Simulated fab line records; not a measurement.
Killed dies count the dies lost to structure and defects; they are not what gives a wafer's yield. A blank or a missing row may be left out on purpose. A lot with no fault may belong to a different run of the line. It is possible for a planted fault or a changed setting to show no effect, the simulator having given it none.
Chamber matching    flow n5Finfet    3 sister chambers for N5_BEOL_M8_CURE_74 on uvCure-03
The step cures SiCOH lowk, time 240 s. 16 wafers are shown with their chamber, then 8 later ones without.

== WAFERS, EACH WITH ITS CHAMBER ==
wafer   chamber  lampPowerPct (%)  wafer_temp_C_max
L074.3  1        52.35             385.7
L074.4  1        52.42             386.2
L074.5  1        52.42             386.0
L078.1  0        52.31             386.4
L078.2  0        52.26             386.5
L078.5  0        52.36             386.3
L082.2  0        52.24             386.6
L082.3  0        52.29             386.5
L082.6  0        52.33             386.8
L083.2  2        52.22             386.5
L083.5  2        52.32             386.2
L083.6  2        52.28             386.5
L081.1  2        52.36             387.1
L081.5  2        52.27             386.2
L081.6  2        52.27             385.8
L090.1  2        52.28             386.0

SIGNATURES (averages over the wafers above)
reading           chamber 0  chamber 1  chamber 2  scatter within a chamber
lampPowerPct      52.2983    52.3967    52.2857    0.0436
wafer_temp_C_max  386.517    385.967    386.329    0.322
Rule: a wafer lies at a distance from a chamber equal to the root of the sum of squares, over the readings, of (its reading less the chamber's mean, divided by the reading's scatter). If the next closest chamber is less than 2 further off than the closest, the wafer can't be placed; otherwise it belongs to the closest. How the scatter is found: for the shown wafers, subtract from each reading the mean of its chamber, square and add these, divide the total by (wafers less chambers), then take the root.

== WAFERS WHOSE CHAMBER IS MISSING ==
wafer   lampPowerPct (%)  wafer_temp_C_max
L090.2  52.35             386.2
L090.5  52.36             385.7
L092.2  52.44             386.3
L092.3  52.32             386.5
L092.4  52.36             387.3
L093.1  52.38             386.4
L093.3  52.46             386.3
L093.6  52.25             386.9

== WHICH CHAMBER EACH ONE RAN IN ==
wafer   from the rows above           in truth
L090.2  can't be placed: 1 or 2 or 0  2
L090.5  can't be placed: 1 or 2 or 0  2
L092.2  can't be placed: 1 or 0       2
L092.3  can't be placed: 0 or 2 or 1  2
L092.4  can't be placed: 0 or 2 or 1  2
L093.1  can't be placed: 1 or 0 or 2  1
L093.3  can't be placed: 1 or 0       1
L093.6  can't be placed: 0 or 2       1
Correctly placed: 0 of 8. Cannot be placed on the basis of these rows: 8; the candidates contain the true chamber in 6. 0 placed wrongly.
